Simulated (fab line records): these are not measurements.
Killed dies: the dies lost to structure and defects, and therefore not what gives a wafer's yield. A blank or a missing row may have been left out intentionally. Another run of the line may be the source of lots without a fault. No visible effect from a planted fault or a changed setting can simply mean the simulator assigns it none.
Matching of chambers -- flow n5 finfet -- N5_BEOL_M1_ETCH_74 on rie diel-02: 4 sister chambers
The step etches underlayer in N2/H2, target depth 6.5 nm, time 5.2 s. 16 wafers are shown with their chamber, then 8 later ones without.

== WAFERS PAIRED WITH THEIR CHAMBERS ==
wafer,chamber,showerhead plenum p Torr (Torr),drypump motor current A (A),throttle valve pct (%)
L077.3,2,2.66,5.47,18.21
L077.5,1,2.65,6.34,17.82
L077.6,0,2.43,5.86,17.90
L078.1,0,2.42,5.79,17.90
L078.5,0,2.42,5.85,17.92
L078.6,3,2.63,5.81,18.13
L080.1,3,2.63,5.83,18.15
L080.3,0,2.42,5.84,17.91
L080.6,2,2.66,5.46,18.22
L087.4,3,2.62,5.82,18.17
L087.5,0,2.42,5.83,17.94
L087.6,1,2.64,6.33,17.86
L088.1,0,2.42,5.83,17.94
L088.2,3,2.62,5.81,18.16
L088.4,2,2.66,5.45,18.22
L090.1,3,2.62,5.80,18.18

SIGNATURES (averages over the wafers above)
reading,chamber 0,chamber 1,chamber 2,chamber 3,scatter within a chamber
showerhead plenum p Torr,2.4217,2.6450,2.6600,2.6240,0.00459
drypump motor current A,5.8333,6.3350,5.4600,5.8140,0.0176
throttle valve pct,17.9183,17.8400,18.2167,18.1580,0.0183
Rule: a wafer lies at a distance from a chamber equal to the root of the sum of squares, over the readings, of (its reading less the chamber's mean, divided by the reading's scatter). The wafer belongs to the nearest chamber; if the next one is less than 2 further off, it can't be placed. The scatter: the root of (the sum of the squares of (reading less its chamber's mean) over the shown wafers, divided by (wafers less chambers)).

== WAFERS WHOSE CHAMBER IS MISSING ==
wafer,showerhead plenum p Torr (Torr),drypump motor current A (A),throttle valve pct (%)
L090.4,2.64,6.32,17.88
L090.6,2.64,6.34,17.87
L092.1,2.42,5.85,17.95
L092.2,2.62,5.83,18.17
L092.3,2.64,6.32,17.87
L097.3,2.63,6.35,17.89
L097.4,2.63,6.36,17.89
L097.5,2.65,5.46,18.27

== WHICH CHAMBER EACH WENT THROUGH ==
wafer,from the rows above,in truth
L090.4,1,1
L090.6,1,1
L092.1,0,0
L092.2,3,3
L092.3,1,1
L097.3,1,1
L097.4,1,1
L097.5,2,2
Placed correctly: 8 of 8. Number that these rows cannot place: 0. 0 placed wrongly.
